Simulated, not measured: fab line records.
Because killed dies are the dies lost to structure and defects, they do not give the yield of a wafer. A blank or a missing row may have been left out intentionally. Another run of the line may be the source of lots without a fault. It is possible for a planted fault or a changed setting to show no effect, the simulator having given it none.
The tool behind it: which one? | flow n5 finfet | 9 lots, 27 wafers sampled, at 7 steps of a route of 1938

## WHAT THE GAUGES SHOWED, per wafer
N5_BEOL_M0_SAQP_CD_MEAS_14: the cd target is 42.5 nm. Usual: cd nm at 42.5 nm, with a standard deviation of 0.36.
lot  | measured     | on        | cd nm (nm)     | flag
L646 | day 5 14:31  | cd sem-01 | 42.1 42.1 42.2 |
L649 | day 6 07:05  | cd sem-02 | 43.0 42.7 42.6 |
L650 | day 6 09:54  | cd sem-02 | 42.1 42.3 42.4 |
L652 | day 7 00:49  | cd sem-02 | 42.3 41.9 42.1 |
L659 | day 8 21:16  | cd sem-01 | 42.8 42.4 42.5 |
L662 | day 9 09:57  | cd sem-02 | 42.3 42.4 42.8 |
L663 | day 9 15:37  | cd sem-01 | 42.8 42.3 42.3 |
L664 | day 9 21:41  | cd sem-02 | 42.5 42.7 42.9 |
L666 | day 10 05:52 | cd sem-03 | 42.4 42.7 42.6 |

N5_BEOL_M0_SAQP_OVL_MEAS_41. Usual: M0_CUT1_OVL gives 0.2 nm (standard deviation 0.62).
lot  | measured     | on         | M0_CUT1_OVL (nm) | flag
L646 | day 5 19:36  | overlay-01 | 1.1 0.3 -0.7     |
L649 | day 6 11:29  | overlay-02 | 0.0 -0.3 -0.1    |
L650 | day 6 15:48  | overlay-02 | 0.6 0.0 0.6      |
L652 | day 7 05:32  | overlay-01 | 1.0 0.8 0.8      |
L659 | day 9 01:11  | overlay-01 | 0.5 0.4 0.4      |
L662 | day 9 13:52  | overlay-02 | -0.2 -1.4 0.0    |
L663 | day 9 19:35  | overlay-02 | 1.0 0.2 0.1      |
L664 | day 10 01:57 | overlay-01 | 0.7 -0.1 -0.4    |
L666 | day 10 09:50 | overlay-02 | -0.2 -0.1 0.3    |

N5_BEOL_M0_SAQP_INSPECT_42: inspects for defects (brightfield). Usual: raw defect count at 263, with a standard deviation of 71.
lot  | measured     | on                | raw defect count | flag
L646 | day 5 19:39  | defect inspect-02 | 374 259 383      |
L649 | day 6 11:33  | defect inspect-01 | 281 306 334      |
L650 | day 6 15:51  | defect inspect-02 | 240 225 586      |
L652 | day 7 05:35  | defect inspect-01 | 288 238 628      |
L659 | day 9 01:14  | defect inspect-02 | 182 235 163      |
L662 | day 9 13:55  | defect inspect-02 | 404 361 209      |
L663 | day 9 19:38  | defect inspect-02 | 327 227 242      |
L664 | day 10 02:01 | defect inspect-02 | 317 348 294      |
L666 | day 10 09:53 | defect inspect-02 | 273 241 194      |

N5_BEOL_M0_CUTY_OVL_MEAS_58. Usual: M0_ABLK_OVL gives 0.2 nm (standard deviation 0.72).
lot  | measured     | on         | M0_ABLK_OVL (nm) | flag
L646 | day 5 22:11  | overlay-01 | -0.5 0.6 -0.1    |
L649 | day 6 13:03  | overlay-02 | 1.4 -0.2 1.6     |
L650 | day 6 17:18  | overlay-01 | 1.4 0.9 1.3      |
L652 | day 7 07:08  | overlay-01 | 0.7 0.1 -0.3     |
L659 | day 9 02:46  | overlay-02 | -0.8 0.2 -1.3    |
L662 | day 9 16:12  | overlay-01 | 0.1 1.1 1.1      |
L663 | day 9 21:13  | overlay-02 | -1.1 0.4 -1.9    |
L664 | day 10 03:22 | overlay-01 | 0.4 -0.3 0.8     |
L666 | day 10 11:08 | overlay-02 | 0.0 0.7 0.6      |

N5_BEOL_M0_CUTY_INSPECT_59: inspects for defects (macro). Usual: raw defect count at 2.1, with a standard deviation of 1.4.
lot  | measured     | on                | raw defect count | flag
L646 | day 5 22:13  | defect inspect-02 | 4 3 2            |
L649 | day 6 13:04  | defect inspect-02 | 3 3 2            |
L650 | day 6 17:19  | defect inspect-01 | 2 1 >300         |
L652 | day 7 07:10  | defect inspect-02 | 1 2 >300         |
L659 | day 9 02:47  | defect inspect-02 | 1 3 0            |
L662 | day 9 16:13  | defect inspect-02 | 0 1 2            |
L663 | day 9 21:14  | defect inspect-02 | 2 1 1            |
L664 | day 10 03:24 | defect inspect-02 | 2 1 3            |
L666 | day 10 11:10 | defect inspect-02 | 3 2 1            |

N5_BEOL_M4_RC_MEAS_101. Usual: DIBL_N 36.5 mV/V, standard deviation 1.7; DIBL_P 36.3 mV/V, standard deviation 2.1; IOFF_N 0.16 nA/um, standard deviation 0.036; IOFF_P 0.21 nA/um, standard deviation 0.037; ION_N 676 uA/um, standard deviation 12; ION_P 462 uA/um, standard deviation 7.6; SS_N 71.5 mV/dec, standard deviation 0.68; SS_P 73.3 mV/dec, standard deviation 0.63; VT_N 249 mV, standard deviation 3.5; VT_P -250 mV, standard deviation 3.5.
lot  | measured     | on        | DIBL_N (mV/V)  | DIBL_P (mV/V)  | IOFF_N (nA/um) | IOFF_P (nA/um) | ION_N (uA/um) | ION_P (uA/um) | SS_N (mV/dec)  | SS_P (mV/dec)  | VT_N (mV)   | VT_P (mV)      | flag
L646 | day 8 08:06  | prober-01 | 36.5 37.3 37.0 | 36.5 37.2 36.9 | 0.18 0.20 0.19 | 0.22 0.23 0.22 | 682 687 685   | 472 463 466   | 71.6 72.3 72.0 | 73.3 73.7 73.5 | 248 247 244 | -248 -250 -248 |
L649 | day 8 21:51  | prober-02 | 38.8 37.0 37.7 | 38.2 35.9 37.0 | 0.23 0.18 0.20 | 0.28 0.24 0.26 | 697 688 693   | 472 469 472   | 71.3 71.5 71.6 | 74.5 73.4 74.2 | 248 247 247 | -245 -248 -246 |
L650 | day 9 01:47  | prober-01 | 36.3 34.4 34.7 | 33.9 33.5 33.9 | 0.14 0.12 0.13 | 0.18 0.17 0.18 | 665 663 664   | 453 453 450   | 71.0 69.8 70.3 | 72.9 73.0 72.3 | 254 252 253 | -248 -250 -249 |
L652 | day 9 14:08  | prober-02 | 37.0 35.8 35.7 | 35.0 32.9 33.9 | 0.14 0.12 0.13 | 0.20 0.17 0.19 | 672 664 659   | 461 459 460   | 71.3 71.0 70.6 | 72.7 72.8 72.7 | 253 257 252 | -249 -251 -251 |
L659 | day 11 14:52 | prober-02 | 36.1 38.9 36.0 | 35.1 38.4 34.6 | 0.16 0.22 0.15 | 0.25 0.31 0.23 | 675 694 673   | 479 476 475   | 70.8 72.2 71.7 | 73.5 73.6 72.5 | 247 245 247 | -244 -239 -249 |
L662 | day 11 19:54 | prober-01 | 36.5 33.6 35.1 | 37.1 34.0 36.0 | 0.16 0.13 0.14 | 0.22 0.18 0.21 | 674 667 667   | 461 460 461   | 71.1 70.8 71.1 | 73.9 73.0 73.9 | 252 252 253 | -251 -254 -249 |
L663 | day 11 16:50 | prober-01 | 37.6 35.3 39.6 | 38.6 35.9 40.3 | 0.18 0.13 0.23 | 0.22 0.19 0.25 | 681 667 682   | 467 459 463   | 72.4 71.0 72.1 | 73.6 73.3 74.1 | 248 253 244 | -250 -251 -247 |
L664 | day 12 18:10 | prober-02 | 38.1 37.3 36.4 | 39.1 38.4 37.8 | 0.23 0.21 0.19 | 0.26 0.26 0.24 | 689 701 693   | 467 477 473   | 72.1 71.9 71.6 | 73.5 73.4 74.1 | 245 243 247 | -246 -247 -248 |
L666 | day 13 01:03 | prober-02 | 37.4 36.9 37.0 | 38.3 37.2 37.3 | 0.16 0.16 0.16 | 0.22 0.21 0.21 | 676 682 667   | 461 461 463   | 71.4 70.6 71.3 | 74.0 73.2 72.6 | 251 250 250 | -249 -251 -248 |

## TOOL THAT RAN EACH LOT (tool first, then ch and the chambers of the sampled wafers, then the start)
lot  | N5_BEOL_M0_SAQP_MANDREL_ETCH_103
L646 | rie si-03 ch 1,3, day 5 16:49
L649 | rie si-03 ch 1,2,3, day 6 09:10
L650 | rie si-03 ch 0,1,3, day 6 12:16
L652 | rie si-03 ch 0,1,2, day 7 03:23
L659 | rie si-01 ch 0,2, day 8 23:07
L662 | rie si-02 ch 1,3, day 9 11:47
L663 | rie si-03 ch 0,3, day 9 17:32
L664 | rie si-01 ch 0,1,2, day 9 23:34
L666 | rie si-03 ch 0,2, day 10 07:55
- N5_BEOL_M0_SAQP_MANDREL_ETCH_103: etches a-Si in HBr/Cl2, stops on SiCN, target depth 45 nm, bt time 10 s, time 27 s.

## AS READ BY THE TOOLS THEMSELVES (means over the sampled wafers that have a number; for cases with no such wafer, the mark the record gives instead)
N5_BEOL_M0_SAQP_MANDREL_ETCH_103. Usual: drypump motor current A 5.8 A, standard deviation 0.52; oes product au 0.688 a.u., standard deviation 0.01; throttle valve pct 35.30 %, standard deviation 0.24.
lot  | tool      | drypump motor current A (A) | oes product au (a.u.) | throttle valve pct (%) | flag
L646 | rie si-03 | 6.0                         | 0.692                 | 35.13                  |
L649 | rie si-03 | 5.5                         | 0.694                 | 35.12                  |
L650 | rie si-03 | 5.8                         | 0.688                 | 35.22                  |
L652 | rie si-03 | 5.4                         | 0.688                 | 35.23                  |
L659 | rie si-01 | 5.6                         | 0.682                 | 35.32                  |
L662 | rie si-02 | 5.9                         | 0.683                 | 35.26                  |
L663 | rie si-03 | 6.0                         | 0.695                 | 35.34                  |
L664 | rie si-01 | 5.9                         | 0.686                 | 35.34                  |
L666 | rie si-03 | 5.2                         | 0.684                 | 35.37                  |

## THE ANSWER, worked out from the rows above alone
Rule: lot off if the mean of its wafers having a number is beyond 3 standard deviations from the usual mean. Also off: a lot with no number at a reading for which 4 or more lots have one. All remaining lots with rows at the step are treated as sound. After the gauges, taken in route order, come the tools' own readings; for these a lot's mean is taken, as printed above. The first step at which some lot is off is used, and at that step the reading that is off furthest; a lot without a number counts as furthest.
No lot is off at any reading shown: from this, nothing can be told.

## WHAT HAD BEEN PUT IN BY THE SIMULATOR
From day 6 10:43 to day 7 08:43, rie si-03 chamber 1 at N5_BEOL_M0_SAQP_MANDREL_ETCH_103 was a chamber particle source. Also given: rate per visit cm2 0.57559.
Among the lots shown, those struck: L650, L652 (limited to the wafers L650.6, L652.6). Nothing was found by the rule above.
